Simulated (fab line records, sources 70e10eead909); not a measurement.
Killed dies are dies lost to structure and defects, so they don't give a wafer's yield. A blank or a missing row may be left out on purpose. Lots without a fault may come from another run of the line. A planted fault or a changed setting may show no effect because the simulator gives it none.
Which tool did it? | flow nand_harc | 11 lots, 33 wafers sampled, at 5 steps of a route of 1302

WHAT THE GAUGES READ, wafer by wafer
NHARC_END_SORT_01. Usual: killed_at_array 55, standard deviation 17; killed_at_other 1.1, standard deviation 1.4; killed_at_periphery 3.9, standard deviation 3; killed_dies 59, standard deviation 17; killed_open 3.5, standard deviation 2; killed_short 2.6, standard deviation 1.6.
lot  | measured     | on        | killed_at_array | killed_at_other | killed_at_periphery | killed_dies | killed_open | killed_short | flag
L875 | day 30 17:21 | prober-01 | 67 673 75       | 1 1 1           | 2 3 3               | 70 677 79   | 2 4 6       | 3 4 5        | OFF

WHICH TOOL RAN EACH LOT (tool, then ch and the chambers of the sampled wafers, then the start)
lot  | NHARC_A_STAIRCASE_ETCH_27                     | NHARC_A_STAIRCASE_TRIM_191         | NHARC_A_STAIRCASE_TRIM_193                  | NHARC_A_STAIRCASE_TRIM_198
L861 | rie_diel-08 ch 0,1, day 15 16:40 or earlier   | rie_diel-12 ch 0,1,2, day 15 16:40 | rie_diel-12 ch 0,2,3, no start              | rie_diel-11 ch 2,3, no start
L864 | rie_diel-11 ch 1,2, day 17 04:17 or earlier   | rie_diel-11 ch 0,1, day 17 04:17   | rie_diel-11 ch 1,3, no start                | rie_diel-11 ch 1,2,3, no start
L863 | rie_diel-12 ch 0,1, day 17 04:41 or earlier   | rie_diel-12 ch 1,2, day 17 04:41   | rie_diel-12 ch 1,3, no start                | rie_diel-12 ch 0,1,3, no start
L865 | rie_diel-08 ch 0,1,3, day 17 14:35 or earlier | rie_diel-08 ch 0,2,3, day 17 14:35 | rie_diel-08 ch 0,1,3, no start              | rie_diel-12 ch 0,1,2, no start
L867 | rie_diel-12 ch 0,1,2, day 18 19:52 or earlier | rie_diel-12 ch 0,2,3, day 18 19:52 | rie_diel-12 ch 1,2,3, no start              | rie_diel-11 ch 0,1,2, no start
L869 | rie_diel-12 ch 0,2, day 19 14:28 or earlier   | rie_diel-12 ch 1,2,3, day 19 14:28 | rie_diel-12 ch 0,2,3, no start              | rie_diel-12 ch 0,2, no start
L875 | rie_diel-08 ch 0,2, day 21 23:08 or earlier   | rie_diel-12 ch 0,3, day 21 23:08   | rie_diel-12 ch 0,2, day 30 17:21 or earlier | rie_diel-12 ch 0,2,3, day 30 17:21 or earlier
L880 | rie_diel-08 ch 0,1,2, day 23 20:35 or earlier | rie_diel-11 ch 0,2,3, day 23 20:35 | rie_diel-11 ch 1,2,3, no start              | rie_diel-11 ch 1,2,3, no start
L882 | rie_diel-11 ch 0,2,3, day 24 18:34 or earlier | rie_diel-12 ch 1,2,3, day 24 18:34 | rie_diel-12 ch 0,1,3, no start              | rie_diel-12 ch 0,1,3, no start
L883 | rie_diel-11 ch 0,1,3, day 25 11:20 or earlier | rie_diel-12 ch 1,2, day 25 11:20   | rie_diel-12 ch 1,2,3, no start              | rie_diel-11 ch 0,1, no start
L884 | rie_diel-12 ch 0,1,2, day 25 11:25 or earlier | rie_diel-12 ch 1,2,3, day 25 11:25 | rie_diel-12 ch 0,1,2, no start              | rie_diel-08 ch 0,2,3, no start
- NHARC_A_STAIRCASE_ETCH_27: etches the open film in C4F8/O2, target depth 100 nm, time 40.5 s.
- NHARC_A_STAIRCASE_TRIM_191: chemistry O2, time 211.2 s.
- NHARC_A_STAIRCASE_TRIM_193: chemistry O2, time 211.2 s.
- NHARC_A_STAIRCASE_TRIM_198: chemistry O2, time 211.2 s.

WHAT THE TOOLS THEMSELVES READ (means of the sampled wafers that have a number; where no wafer has one, the mark that the record gives instead)
NHARC_A_STAIRCASE_ETCH_27. Usual: oes_product_au 0.943 a.u., standard deviation 0.0092; rf_fwd_power_W 593 W, standard deviation 3.2; rf_vpp_V 895 V, standard deviation 6.6.
lot  | tool        | oes_product_au (a.u.) | rf_fwd_power_W (W) | rf_vpp_V (V) | flag
L861 | rie_diel-08 | 0.934                 | 594                | 900          |
L864 | rie_diel-11 | 0.953                 | 596                | 896          |
L863 | rie_diel-12 | 0.938                 | 595                | 904          |
L865 | rie_diel-08 | 0.939                 | 594                | 894          |
L867 | rie_diel-12 | 0.938                 | 594                | 899          |
L869 | rie_diel-12 | 0.947                 | 592                | 897          |
L875 | rie_diel-08 | 0.946                 | 596                | 902          |
L880 | rie_diel-08 | 0.954                 | 593                | 896          |
L882 | rie_diel-11 | 0.944                 | 594                | 895          |
L883 | rie_diel-11 | 0.941                 | 594                | 893          |
L884 | rie_diel-12 | 0.941                 | 595                | 899          |

NHARC_A_STAIRCASE_TRIM_191. Usual: drypump_motor_current_A 5.9 A, standard deviation 0.43; oes_product_au 0.997 a.u., standard deviation 0.007; rf_vpp_V 57.8 V, standard deviation 0.89; run_length_s 232.5 s, standard deviation 0.33; showerhead_plenum_p_Torr 3.52 Torr, standard deviation 0.17; throttle_valve_pct 17.035 %, standard deviation 0.0094.
lot  | tool        | drypump_motor_current_A (A) | oes_product_au (a.u.) | rf_vpp_V (V) | run_length_s (s) | showerhead_plenum_p_Torr (Torr) | throttle_valve_pct (%) | flag
L861 | rie_diel-12 | 5.8                         | 1.000                 | 58.0         | 232.6            | 3.61                            | 17.037                 |
L864 | rie_diel-11 | 5.5                         | 0.999                 | 58.1         | 232.1            | 3.58                            | 17.036                 |
L863 | rie_diel-12 | 6.0                         | 0.998                 | 57.7         | 232.4            | 3.50                            | 17.032                 |
L865 | rie_diel-08 | 5.7                         | 0.998                 | 58.7         | 232.4            | 3.55                            | 17.037                 |
L867 | rie_diel-12 | 6.1                         | 1.002                 | 57.4         | 232.9            | 3.49                            | 17.044                 |
L869 | rie_diel-12 | 6.0                         | 0.988                 | 57.3         | 232.5            | 3.52                            | 17.032                 |
L875 | rie_diel-12 | 6.0                         | 0.997                 | 57.0         | 260.6            | 3.51                            | 17.043                 | OFF
L880 | rie_diel-11 | 5.7                         | 1.001                 | 57.7         | 232.1            | 3.52                            | 17.035                 |
L882 | rie_diel-12 | 6.0                         | 0.989                 | 57.3         | 232.6            | 3.51                            | 17.040                 |
L883 | rie_diel-12 | 6.0                         | 0.998                 | 57.6         | 232.6            | 3.47                            | 17.045                 |
L884 | rie_diel-12 | 6.0                         | 0.995                 | 57.6         | 232.4            | 3.50                            | 17.040                 |

NHARC_A_STAIRCASE_TRIM_193. Usual: drypump_motor_current_A 5.9 A, standard deviation 0.42; oes_product_au 0.997 a.u., standard deviation 0.0074; rf_vpp_V 57.8 V, standard deviation 0.91; run_length_s 232.5 s, standard deviation 0.37; showerhead_plenum_p_Torr 3.53 Torr, standard deviation 0.17; throttle_valve_pct 17.036 %, standard deviation 0.0092.
lot  | tool        | drypump_motor_current_A (A) | oes_product_au (a.u.) | rf_vpp_V (V) | run_length_s (s) | showerhead_plenum_p_Torr (Torr) | throttle_valve_pct (%) | flag
L861 | rie_diel-12 | 6.1                         | 0.988                 | 57.5         | 232.5            | 3.50                            | 17.040                 |
L864 | rie_diel-11 | 5.4                         | 0.998                 | 57.0         | 231.9            | 3.44                            | 17.037                 |
L863 | rie_diel-12 | 6.0                         | 0.999                 | 57.2         | 232.8            | 3.57                            | 17.035                 |
L865 | rie_diel-08 | 5.5                         | 0.996                 | 57.1         | 232.1            | 3.47                            | 17.039                 |
L867 | rie_diel-12 | 6.0                         | 0.998                 | 57.1         | 232.5            | 3.53                            | 17.037                 |
L869 | rie_diel-12 | 6.1                         | 0.993                 | 56.9         | 232.7            | 3.48                            | 17.038                 |
L875 | rie_diel-12 | 6.1                         | 1.006                 | 57.9         | 232.3            | 3.45                            | 17.042                 |
L880 | rie_diel-11 | 5.8                         | 1.005                 | 58.4         | 232.2            | 3.57                            | 17.023                 |
L882 | rie_diel-12 | 5.8                         | 0.988                 | 58.1         | 232.5            | 3.60                            | 17.045                 |
L883 | rie_diel-12 | 6.0                         | 0.993                 | 58.3         | 232.5            | 3.50                            | 17.027                 |
L884 | rie_diel-12 | 5.8                         | 0.999                 | 57.6         | 232.2            | 3.57                            | 17.039                 |

NHARC_A_STAIRCASE_TRIM_198. Usual: drypump_motor_current_A 5.8 A, standard deviation 0.43; oes_product_au 0.999 a.u., standard deviation 0.0066; rf_vpp_V 57.7 V, standard deviation 0.92; run_length_s 232.4 s, standard deviation 0.38; showerhead_plenum_p_Torr 3.51 Torr, standard deviation 0.16; throttle_valve_pct 17.037 %, standard deviation 0.0094.
lot  | tool        | drypump_motor_current_A (A) | oes_product_au (a.u.) | rf_vpp_V (V) | run_length_s (s) | showerhead_plenum_p_Torr (Torr) | throttle_valve_pct (%) | flag
L861 | rie_diel-11 | 5.7                         | 0.999                 | 57.5         | 232.0            | 3.33                            | 17.047                 |
L864 | rie_diel-11 | 5.8                         | 1.004                 | 57.0         | 232.1            | 3.42                            | 17.046                 |
L863 | rie_diel-12 | 5.8                         | 0.994                 | 57.1         | 232.6            | 3.64                            | 17.034                 |
L865 | rie_diel-12 | 5.8                         | 1.004                 | 58.4         | 232.4            | 3.60                            | 17.035                 |
L867 | rie_diel-11 | 5.8                         | 1.004                 | 57.6         | 232.7            | 3.45                            | 17.039                 |
L869 | rie_diel-12 | 6.1                         | 0.999                 | 57.4         | 232.3            | 3.45                            | 17.036                 |
L875 | rie_diel-12 | 6.1                         | 0.998                 | 57.7         | 232.4            | 3.48                            | 17.042                 |
L880 | rie_diel-11 | 5.7                         | 1.003                 | 57.5         | 232.2            | 3.57                            | 17.030                 |
L882 | rie_diel-12 | 5.8                         | 0.996                 | 58.1         | 232.7            | 3.60                            | 17.038                 |
L883 | rie_diel-11 | 5.4                         | 1.011                 | 57.6         | 232.5            | 3.54                            | 17.043                 |
L884 | rie_diel-08 | 5.7                         | 1.001                 | 57.2         | 232.4            | 3.51                            | 17.039                 |

THE ANSWER, worked out from the rows above alone
Rule: a lot is off if the mean of its wafers that have a number lies more than 3 standard deviations from the usual mean. A lot without any number at a reading at which 4 lots or more have one is off too. The other lots that the step has rows for count as sound. The gauges are gone through in route order, then the tools' own readings, and for those a lot's mean is taken as printed above. The first step at which some lot is off is used, and at that step the reading that is off furthest; a lot without a number counts as furthest.
Off: L875, at NHARC_END_SORT_01 (killed_at_array). Neither off nor sound, because the step has no rows for them: L861, L864, L863, L865, L867, L869, L880, L882, L883, L884.
A tool fits if, at a process step before that reading, it ran every lot that is off, and no sound lot after the first of them. The gauges at NHARC_END_SORT_01 aren't tried: what is off there is off at NHARC_A_STAIRCASE_TRIM_191 too, on other tools, and a gauge's error can't cause that. NHARC_A_STAIRCASE_ETCH_27 gives no start for some lots, so the hours and the order of its lots are those of NHARC_A_STAIRCASE_TRIM_191. NHARC_A_STAIRCASE_TRIM_193 gives no start for some lots, so the hours and the order of its lots are those of NHARC_END_SORT_01. NHARC_A_STAIRCASE_TRIM_198 gives no start for some lots, so the hours and the order of its lots are those of NHARC_END_SORT_01. Can't be told from this: 2 tools fit, rie_diel-08 at NHARC_A_STAIRCASE_ETCH_27, rie_diel-12 at NHARC_A_STAIRCASE_TRIM_191 and NHARC_A_STAIRCASE_TRIM_193 and NHARC_A_STAIRCASE_TRIM_198.

WHAT THE SIMULATOR HAD PUT IN
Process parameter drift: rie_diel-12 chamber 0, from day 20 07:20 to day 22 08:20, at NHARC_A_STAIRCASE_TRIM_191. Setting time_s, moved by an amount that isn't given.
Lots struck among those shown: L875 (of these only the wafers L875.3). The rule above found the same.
